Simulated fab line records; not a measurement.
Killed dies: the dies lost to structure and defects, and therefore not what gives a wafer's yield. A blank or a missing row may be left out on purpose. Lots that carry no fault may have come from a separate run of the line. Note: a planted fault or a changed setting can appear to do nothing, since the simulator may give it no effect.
Which tool did it? + flow n5Finfet + 38 wafers from 15 lots sampled at 4 of the route's 1938 steps

## WHAT THE GAUGES READ, wafer by wafer
The record lacks any reading of a measuring or inspecting step that a usual standard deviation could be used to judge.

## TOOL THAT RAN EACH LOT (tool first, then ch and the chambers of the sampled wafers, then the start)
| lot  | N5_BEOL_M1_ANNEAL_82        | N5_BEOL_M1_SPUTTER_92       | N5_BEOL_M1_ANNEAL_93        | N5_BEOL_M2_EXPOSE_08             |
|------|-----------------------------|-----------------------------|-----------------------------|----------------------------------|
| L329 | pvdSputter-01, day 6 11:05  | pvdSputter-01, day 6 11:53  | pvdSputter-01, day 6 11:58  | euvScanner-02 ch 0, day 6 14:12  |
| L331 | pvdSputter-03, day 7 09:07  | pvdSputter-03, day 7 09:55  | pvdSputter-03, day 7 10:00  | euvScanner-01 ch 0, day 7 13:38  |
| L338 | pvdSputter-02, day 8 15:37  | pvdSputter-02, day 8 16:25  | pvdSputter-02, day 8 16:29  | euvScanner-02, day 8 18:25       |
| L339 | pvdSputter-03, day 8 22:52  | pvdSputter-03, day 8 23:40  | pvdSputter-03, day 8 23:44  | euvScanner-01, day 9 03:18       |
| L340 | pvdSputter-02, day 9 05:29  | pvdSputter-02, day 9 06:17  | pvdSputter-02, day 9 06:22  | euvScanner-01, day 9 10:31       |
| L343 | pvdSputter-01, day 10 05:03 | pvdSputter-01, day 10 05:51 | pvdSputter-01, day 10 05:56 | euvScanner-02 ch 0, day 10 08:58 |
| L342 | pvdSputter-01, day 10 06:53 | pvdSputter-01, day 10 07:41 | pvdSputter-01, day 10 07:46 | euvScanner-02 ch 0, day 10 11:05 |
| L344 | pvdSputter-01, day 10 10:27 | pvdSputter-01, day 10 11:15 | pvdSputter-01, day 10 11:20 | euvScanner-01 ch 0, day 10 14:09 |
| L345 | pvdSputter-03, day 10 11:26 | pvdSputter-03, day 10 12:14 | pvdSputter-03, day 10 12:19 | euvScanner-02 ch 0, day 10 16:48 |
| L346 | pvdSputter-01, day 10 22:17 | pvdSputter-01, day 10 23:05 | pvdSputter-01, day 10 23:10 | euvScanner-02 ch 0, day 11 05:16 |
| L348 | pvdSputter-03, day 11 17:34 | pvdSputter-03, day 11 18:22 | pvdSputter-03, day 11 18:26 | euvScanner-01 ch 0, day 11 21:16 |
| L350 | pvdSputter-01, day 11 20:44 | pvdSputter-01, day 11 21:32 | pvdSputter-01, day 11 21:37 | euvScanner-02 ch 0, day 12 00:29 |
| L349 | pvdSputter-01, day 11 22:40 | pvdSputter-01, day 11 23:28 | pvdSputter-01, day 11 23:32 | euvScanner-02 ch 0, day 12 04:27 |
| L351 | pvdSputter-02, day 12 05:46 | pvdSputter-02, day 12 06:34 | pvdSputter-02, day 12 06:38 | euvScanner-01 ch 0, day 12 09:04 |
| L352 | pvdSputter-01, day 12 06:56 | pvdSputter-01, day 12 07:44 | pvdSputter-01, day 12 07:49 | euvScanner-02 ch 0, day 12 11:12 |
- N5_BEOL_M1_ANNEAL_82: time 240 s.
- N5_BEOL_M1_SPUTTER_92: material Cu, target thk 4.5 nm, time 8.29 s.
- N5_BEOL_M1_ANNEAL_93: time 240 s.
- N5_BEOL_M2_EXPOSE_08: exposes mask M2.

## AS READ BY THE TOOLS THEMSELVES (means over the sampled wafers that have a number; for cases with no such wafer, the mark the record gives instead)
N5_BEOL_M1_ANNEAL_82. Usual: 814 W for heaterPowerW, sd 55.
| lot  | tool          | heaterPowerW (W) | flag |
|------|---------------|------------------|------|
| L329 | pvdSputter-01 | 772              |      |
| L331 | pvdSputter-03 | 836              |      |
| L338 | pvdSputter-02 | 827              |      |
| L339 | pvdSputter-03 | 871              |      |
| L340 | pvdSputter-02 | 813              |      |
| L343 | pvdSputter-01 | 794              |      |
| L342 | pvdSputter-01 | 796              |      |
| L344 | pvdSputter-01 | 768              |      |
| L345 | pvdSputter-03 | 841              |      |
| L346 | pvdSputter-01 | 750              |      |
| L348 | pvdSputter-03 | 818              |      |
| L350 | pvdSputter-01 | 765              |      |
| L349 | pvdSputter-01 | 759              |      |
| L351 | pvdSputter-02 | 882              |      |
| L352 | pvdSputter-01 | 786              |      |

N5_BEOL_M1_SPUTTER_92. Usual: 30.3 % for throttleValvePct, sd 1.
| lot  | tool          | throttleValvePct (%) | flag |
|------|---------------|----------------------|------|
| L329 | pvdSputter-01 | 30.1                 |      |
| L331 | pvdSputter-03 | 30.4                 |      |
| L338 | pvdSputter-02 | 30.5                 |      |
| L339 | pvdSputter-03 | 29.3                 |      |
| L340 | pvdSputter-02 | 29.6                 |      |
| L343 | pvdSputter-01 | 29.8                 |      |
| L342 | pvdSputter-01 | 31.1                 |      |
| L344 | pvdSputter-01 | 29.6                 |      |
| L345 | pvdSputter-03 | 29.7                 |      |
| L346 | pvdSputter-01 | 29.4                 |      |
| L348 | pvdSputter-03 | 30.2                 |      |
| L350 | pvdSputter-01 | 30.8                 |      |
| L349 | pvdSputter-01 | 29.4                 |      |
| L351 | pvdSputter-02 | 30.6                 |      |
| L352 | pvdSputter-01 | 30.1                 |      |

N5_BEOL_M1_ANNEAL_93. Usual: 815 W for heaterPowerW, sd 55.
| lot  | tool          | heaterPowerW (W) | flag |
|------|---------------|------------------|------|
| L329 | pvdSputter-01 | 767              |      |
| L331 | pvdSputter-03 | 846              |      |
| L338 | pvdSputter-02 | 822              |      |
| L339 | pvdSputter-03 | 880              |      |
| L340 | pvdSputter-02 | 781              |      |
| L343 | pvdSputter-01 | 785              |      |
| L342 | pvdSputter-01 | 785              |      |
| L344 | pvdSputter-01 | 784              |      |
| L345 | pvdSputter-03 | 845              |      |
| L346 | pvdSputter-01 | 758              |      |
| L348 | pvdSputter-03 | 839              |      |
| L350 | pvdSputter-01 | 765              |      |
| L349 | pvdSputter-01 | 768              |      |
| L351 | pvdSputter-02 | 870              |      |
| L352 | pvdSputter-01 | 763              |      |

N5_BEOL_M2_EXPOSE_08. Usual: 41.22 for exposureDoseMJCm2, sd 0.044.
| lot  | tool          | exposureDoseMJCm2 | flag |
|------|---------------|-------------------|------|
| L329 | euvScanner-02 | 41.28             |      |
| L331 | euvScanner-01 | 41.19             |      |
| L338 | euvScanner-02 | -                 | OFF  |
| L339 | euvScanner-01 | -                 | OFF  |
| L340 | euvScanner-01 | -                 | OFF  |
| L343 | euvScanner-02 | 41.30             |      |
| L342 | euvScanner-02 | 41.25             |      |
| L344 | euvScanner-01 | 41.16             |      |
| L345 | euvScanner-02 | 41.20             |      |
| L346 | euvScanner-02 | 41.22             |      |
| L348 | euvScanner-01 | 41.22             |      |
| L350 | euvScanner-02 | 41.17             |      |
| L349 | euvScanner-02 | 41.22             |      |
| L351 | euvScanner-01 | 41.25             |      |
| L352 | euvScanner-02 | 41.20             |      |

## THE ANSWER, worked out from the rows above alone
Rule: a lot counts as off when the mean over its wafers that have a number is more than 3 standard deviations away from the usual mean. Also off: a lot with no number at a reading for which 4 or more lots have one. The other lots that the step has rows for count as sound. Order of review: gauges by route order, followed by the tools' own readings, for which a lot's mean as printed above is used. At the first step where some lot is off, the reading lying furthest off is the one used; lots without a number count as furthest.
Off at N5_BEOL_M2_EXPOSE_08 (exposureDoseMJCm2): L338, L339, L340. Without a number there: L338, L339, L340.
If a tool, at that step or one of the process steps before it, ran each lot that is off and ran no sound lot following the first of them, it fits. Not one of the candidates tried fits.

## WHAT HAD BEEN PUT IN BY THE SIMULATOR
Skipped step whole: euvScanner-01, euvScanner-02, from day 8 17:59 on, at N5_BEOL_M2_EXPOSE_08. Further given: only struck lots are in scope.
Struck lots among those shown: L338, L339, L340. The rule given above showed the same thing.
